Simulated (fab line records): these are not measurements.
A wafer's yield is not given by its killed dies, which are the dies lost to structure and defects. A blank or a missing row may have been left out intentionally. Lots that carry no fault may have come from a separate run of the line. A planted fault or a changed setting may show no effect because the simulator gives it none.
Which tool did it? + flow nand-harc + 13 lots, 39 wafers sampled, at 5 steps of a route of 1302

WHAT EACH GAUGE READ, for each wafer
NHARC_A_WL_FILL_INSPECT_15. Usual: 467 for raw-defect-count, sd 100.
| lot  | measured     | on                | raw-defect-count | flag |
|------|--------------|-------------------|------------------|------|
| L955 | day 22 01:38 | defect-inspect-01 | 413 469 456      |      |
| L956 | day 22 06:09 | defect-inspect-01 | 508 449 589      |      |
| L957 | day 22 06:07 | defect-inspect-01 | 625 427 417      |      |
| L958 | day 22 20:19 | defect-inspect-01 | 457 557 432      |      |
| L965 | day 26 06:26 | defect-inspect-01 | 366 391 356      |      |
| L967 | day 27 22:04 | defect-inspect-01 | 471 334 488      |      |
| L968 | day 28 01:05 | defect-inspect-02 | 390 347 423      |      |
| L971 | day 28 01:04 | defect-inspect-01 | 498 596 492      |      |
| L970 | day 27 22:03 | defect-inspect-02 | 535 588 539      |      |
| L973 | day 28 19:41 | defect-inspect-01 | 520 413 587      |      |
| L972 | day 29 07:03 | defect-inspect-01 | 351 377 406      |      |
| L977 | day 31 00:24 | defect-inspect-01 | 450 580 541      |      |
| L976 | day 31 05:33 | defect-inspect-01 | 311 324 471      |      |

NHARC_END_SORT_01. Usual: killed-at-array 58, standard deviation 20; killed-at-other 0.9, standard deviation 1.4; killed-at-periphery 4, standard deviation 3.1; killed-dies 63, standard deviation 20; killed-open 3.3, standard deviation 1.8; killed-short 2.4, standard deviation 1.5.
| lot  | measured     | on        | killed-at-array | killed-at-other | killed-at-periphery | killed-dies | killed-open | killed-short | flag |
|------|--------------|-----------|-----------------|-----------------|---------------------|-------------|-------------|--------------|------|
| L955 | day 25 18:53 | prober-01 | 41 40 48        | 0 0 1           | 5 7 6               | 46 47 55    | 5 6 2       | 3 2 3        |      |
| L956 | day 26 04:16 | prober-02 | 59 66 59        | 0 0 1           | 3 2 1               | 62 68 61    | 3 3 4       | 1 6 3        |      |
| L957 | day 26 03:28 | prober-01 | 106 109 73      | 2 1 0           | 2 1 7               | 110 111 80  | 0 3 2       | 3 1 1        |      |
| L958 | day 26 13:55 | prober-01 | 60 88 59        | 1 1 2           | 6 2 3               | 67 91 64    | 3 4 1       | 0 2 1        |      |
| L965 | day 29 16:34 | prober-01 | 65 59 78        | 0 0 1           | 4 4 11              | 69 63 90    | 7 1 2       | 3 2 4        |      |
| L967 | day 31 04:09 | prober-01 | 64 62 74        | 1 0 1           | 3 6 3               | 68 68 78    | 5 2 4       | 4 0 4        |      |
| L968 | day 31 12:00 | prober-01 | 54 37 42        | 0 1 0           | 4 2 2               | 58 40 44    | 2 0 4       | 1 1 3        |      |
| L971 | day 31 12:09 | prober-02 | 67 67 47        | 1 1 0           | 7 3 6               | 75 71 53    | 4 1 4       | 4 2 3        |      |
| L970 | day 31 19:05 | prober-01 | 39 42 58        | 0 0 0           | 2 5 5               | 41 47 63    | 3 5 3       | 2 0 1        |      |
| L973 | day 32 23:26 | prober-02 | 94 76 65        | 2 0 0           | 1 1 3               | 97 77 68    | 3 0 3       | 3 3 3        |      |
| L972 | day 33 05:41 | prober-01 | 56 43 32        | 0 0 0           | 7 8 8               | 63 51 40    | 3 1 3       | 1 1 1        |      |
| L977 | day 34 04:44 | prober-02 | 44 54 56        | 2 1 3           | 2 2 2               | 48 57 61    | 4 3 3       | 1 1 5        |      |
| L976 | day 34 13:17 | prober-02 | 26 40 45        | 2 1 1           | 0 3 2               | 28 44 48    | 4 1 1       | 4 4 1        |      |

WHICH TOOL RAN EACH LOT (tool, then ch and the chambers of the sampled wafers, then the start)
| lot  | NHARC_A_WL_FILL_RTA_01           | NHARC_A_WL_FILL_CVD_03        | NHARC_A_CONTACT_DEP_24          |
|------|----------------------------------|-------------------------------|---------------------------------|
| L955 | rtp-anneal-01 ch 0, day 21 08:53 | cvd-w-01 ch 0,1, day 21 09:38 | pecvd-04 ch 0,1, day 22 01:46   |
| L956 | rtp-anneal-01 ch 0, day 21 12:22 | cvd-w-02 ch 0,1, day 21 13:02 | pecvd-02 ch 0,1, day 22 06:18   |
| L957 | rtp-anneal-02 ch 0, day 21 12:28 | cvd-w-01 ch 0,1, day 21 13:11 | pecvd-03 ch 0,1,2, day 22 06:22 |
| L958 | rtp-anneal-01 ch 0, day 22 00:28 | cvd-w-01 ch 0,1, day 22 01:07 | pecvd-04 ch 0,1,2, day 22 20:23 |
| L965 | rtp-anneal-02 ch 0, day 25 12:53 | cvd-w-01 ch 0,1, day 25 13:31 | pecvd-04 ch 1,2, day 26 06:29   |
| L967 | rtp-anneal-02 ch 0, day 27 04:19 | cvd-w-01 ch 0,1, day 27 05:01 | pecvd-03 ch 0,1,2, day 27 22:12 |
| L968 | rtp-anneal-01 ch 0, day 27 04:20 | cvd-w-02 ch 0,1, day 27 05:13 | pecvd-03 ch 0,2, day 28 01:08   |
| L971 | rtp-anneal-01 ch 0, day 27 04:30 | cvd-w-02 ch 0,1, day 27 05:32 | pecvd-02 ch 0,1, day 28 01:08   |
| L970 | rtp-anneal-02 ch 0, day 27 04:38 | cvd-w-01 ch 0,1, day 27 05:32 | pecvd-04 ch 0,1,2, day 27 22:07 |
| L973 | rtp-anneal-02 ch 0, day 28 02:05 | cvd-w-01 ch 0,1, day 28 02:50 | pecvd-04 ch 0,1,2, day 28 19:56 |
| L972 | rtp-anneal-01 ch 0, day 28 10:11 | cvd-w-02 ch 0,1, day 28 10:55 | pecvd-03 ch 0,1,2, day 29 07:18 |
| L977 | rtp-anneal-02 ch 0, day 30 06:43 | cvd-w-02 ch 0,1, day 30 07:22 | pecvd-03 ch 0,2, day 31 00:28   |
| L976 | rtp-anneal-01 ch 0, day 30 11:41 | cvd-w-02 ch 1, day 30 12:18   | pecvd-04 ch 1,2, day 31 05:37   |
- NHARC_A_WL_FILL_RTA_01: time 5 s.
- NHARC_A_WL_FILL_CVD_03: deposits W, target thk 40 nm, time 279 s.
- NHARC_A_CONTACT_DEP_24: deposits SiO2, target thk 500 nm.

WHAT THE TOOLS THEMSELVES READ (means of the sampled wafers that have a number; where no wafer has one, the mark that the record gives instead)
NHARC_A_WL_FILL_RTA_01. Usual: lamp-power-pct 29.5 %, standard deviation 1.2; lamp_zone_1_pct 29.5 %, standard deviation 1.2; lamp_zone_6_pct 29.4 %, standard deviation 1.2; wafer_temp_C_max 1003.8, standard deviation 1.2.
| lot  | tool          | lamp-power-pct (%) | lamp_zone_1_pct (%) | lamp_zone_6_pct (%) | wafer_temp_C_max | flag |
|------|---------------|--------------------|---------------------|---------------------|------------------|------|
| L955 | rtp-anneal-01 | 28.6               | 28.6                | 28.6                | 1004.0           |      |
| L956 | rtp-anneal-01 | 28.6               | 28.6                | 28.6                | 1003.8           |      |
| L957 | rtp-anneal-02 | 31.1               | 31.2                | 31.1                | 1003.6           |      |
| L958 | rtp-anneal-01 | 28.6               | 28.6                | 28.6                | 1004.7           |      |
| L965 | rtp-anneal-02 | 31.1               | 31.2                | 31.1                | 1002.9           |      |
| L967 | rtp-anneal-02 | 31.2               | 31.1                | 31.1                | 1002.6           |      |
| L968 | rtp-anneal-01 | 28.6               | 28.6                | 28.6                | 1005.2           |      |
| L971 | rtp-anneal-01 | 28.6               | 28.6                | 28.5                | 1003.9           |      |
| L970 | rtp-anneal-02 | 31.2               | 31.2                | 31.1                | 1002.2           |      |
| L973 | rtp-anneal-02 | 31.2               | 31.1                | 31.1                | 1002.7           |      |
| L972 | rtp-anneal-01 | 28.6               | 28.6                | 28.6                | 1004.2           |      |
| L977 | rtp-anneal-02 | 31.2               | 31.1                | 31.1                | 1002.7           |      |
| L976 | rtp-anneal-01 | 28.6               | 28.6                | 28.6                | 1003.8           |      |

NHARC_A_WL_FILL_CVD_03. Usual: heater-power-outer-w 271 W, standard deviation 13; heater-power-w 470 W, standard deviation 32; throttle-valve-pct 8.1 %, standard deviation 0.32.
| lot  | tool     | heater-power-outer-w (W) | heater-power-w (W) | throttle-valve-pct (%) | flag |
|------|----------|--------------------------|--------------------|------------------------|------|
| L955 | cvd-w-01 | 284                      | 497                | 8.2                    |      |
| L956 | cvd-w-02 | 269                      | 474                | 8.0                    |      |
| L957 | cvd-w-01 | 271                      | 479                | 8.1                    |      |
| L958 | cvd-w-01 | 283                      | 498                | 8.2                    |      |
| L965 | cvd-w-01 | 266                      | 463                | 8.0                    |      |
| L967 | cvd-w-01 | 266                      | 464                | 8.1                    |      |
| L968 | cvd-w-02 | 263                      | 451                | 8.2                    |      |
| L971 | cvd-w-02 | 272                      | 476                | 8.1                    |      |
| L970 | cvd-w-01 | 270                      | 467                | 8.3                    |      |
| L973 | cvd-w-01 | 265                      | 457                | 8.1                    |      |
| L972 | cvd-w-02 | 281                      | 486                | 7.8                    |      |
| L977 | cvd-w-02 | 281                      | 492                | 8.0                    |      |
| L976 | cvd-w-02 | 258                      | 435                | 8.6                    |      |

NHARC_A_CONTACT_DEP_24. Usual: heater-power-outer-w 298 W, standard deviation 60; heater-power-w 542 W, standard deviation 75; throttle-valve-pct 15.8 %, standard deviation 0.57.
| lot  | tool     | heater-power-outer-w (W) | heater-power-w (W) | throttle-valve-pct (%) | flag |
|------|----------|--------------------------|--------------------|------------------------|------|
| L955 | pecvd-04 | 226                      | 458                | 15.5                   |      |
| L956 | pecvd-02 | 323                      | 555                | 15.8                   |      |
| L957 | pecvd-03 | 327                      | 574                | 15.9                   |      |
| L958 | pecvd-04 | 283                      | 540                | 15.5                   |      |
| L965 | pecvd-04 | 252                      | 487                | 15.9                   |      |
| L967 | pecvd-03 | 299                      | 536                | 15.6                   |      |
| L968 | pecvd-03 | 341                      | 577                | 15.3                   |      |
| L971 | pecvd-02 | 334                      | 568                | 16.1                   |      |
| L970 | pecvd-04 | 236                      | 473                | 15.5                   |      |
| L973 | pecvd-04 | 261                      | 501                | 15.6                   |      |
| L972 | pecvd-03 | 367                      | 636                | 15.6                   |      |
| L977 | pecvd-03 | 375                      | 647                | 15.6                   |      |
| L976 | pecvd-04 | 225                      | 451                | 16.1                   |      |

THE ANSWER, worked out from the rows above alone
Rule: take the mean of a lot's wafers that have a number; if it is more than 3 standard deviations from the usual mean, the lot is off. Also off: a lot with no number at a reading for which 4 or more lots have one. The other lots that the step has rows for count as sound. Order of review: gauges by route order, followed by the tools' own readings, for which a lot's mean as printed above is used. At the first step where some lot is off, the reading lying furthest off is the one used; lots without a number count as furthest.
No lot is off on any of the readings shown, so nothing can be concluded from this.

WHAT THE SIMULATOR PUT IN
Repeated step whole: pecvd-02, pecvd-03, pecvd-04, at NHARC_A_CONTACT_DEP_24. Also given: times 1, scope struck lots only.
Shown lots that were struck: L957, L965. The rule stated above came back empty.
